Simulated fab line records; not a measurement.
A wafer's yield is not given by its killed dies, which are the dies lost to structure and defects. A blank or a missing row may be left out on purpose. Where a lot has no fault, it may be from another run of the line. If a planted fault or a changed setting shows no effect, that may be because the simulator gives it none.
Matching of chambers ; flow n5Finfet ; uvCure-03 running N5_BEOL_M6_CURE_74: 3 sister chambers
The step cures SiCOH lowk, time 240 s. 18 wafers are shown with their chamber, then 9 later ones without.

## WAFERS, EACH WITH ITS CHAMBER
wafer;chamber;wafer_temp_C_max;lampPowerPct (%)
L074.2;2;389.2;52.29
L074.3;2;387.9;52.27
L074.4;2;390.0;52.31
L075.3;0;386.9;52.35
L075.5;0;387.3;52.32
L075.6;0;387.0;52.36
L082.1;0;386.5;52.36
L082.2;0;386.8;52.27
L082.4;0;386.1;52.30
L084.3;0;386.3;52.31
L084.4;0;386.6;52.34
L084.5;0;386.9;52.34
L086.1;1;387.7;52.18
L086.2;1;387.7;52.35
L086.4;1;387.2;52.36
L090.1;1;387.0;52.36
L090.4;1;386.8;52.31
L090.6;1;388.0;52.40

SIGNATURES (averages over the wafers above)
reading;chamber 0;chamber 1;chamber 2;scatter within a chamber
wafer_temp_C_max;386.711;387.400;389.033;0.545
lampPowerPct;52.3278;52.3267;52.2900;0.0504
Rule: for each reading, subtract the chamber's mean from the wafer's reading, divide by that reading's scatter and square the result; add these up over the readings and take the root, which gives the wafer's distance from the chamber. If the next closest chamber is less than 2 further off than the closest, the wafer can't be placed; otherwise it belongs to the closest. The scatter: the root of (the sum of the squares of (reading less its chamber's mean) over the shown wafers, divided by (wafers less chambers)).

## WAFERS WHOSE CHAMBER IS MISSING
wafer;wafer_temp_C_max;lampPowerPct (%)
L091.1;388.1;52.32
L091.3;388.8;52.31
L091.4;388.3;52.22
L093.1;387.2;52.29
L093.5;387.8;52.30
L093.6;388.4;52.30
L095.1;389.0;52.27
L095.2;389.0;52.26
L095.4;388.1;52.35

## CHAMBER TAKEN BY EACH
wafer;from the rows above;in truth
L091.1;can't be placed: 1 or 2 or 0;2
L091.3;2;2
L091.4;can't be placed: 2 or 1 or 0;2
L093.1;can't be placed: 1 or 0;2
L093.5;can't be placed: 1 or 0 or 2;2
L093.6;can't be placed: 2 or 1 or 0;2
L095.1;2;2
L095.2;2;2
L095.4;can't be placed: 1 or 2 or 0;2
Placed correctly: 3 of 9. These rows do not allow placing 6 (true chamber among the candidates in 5). 0 placed wrongly.
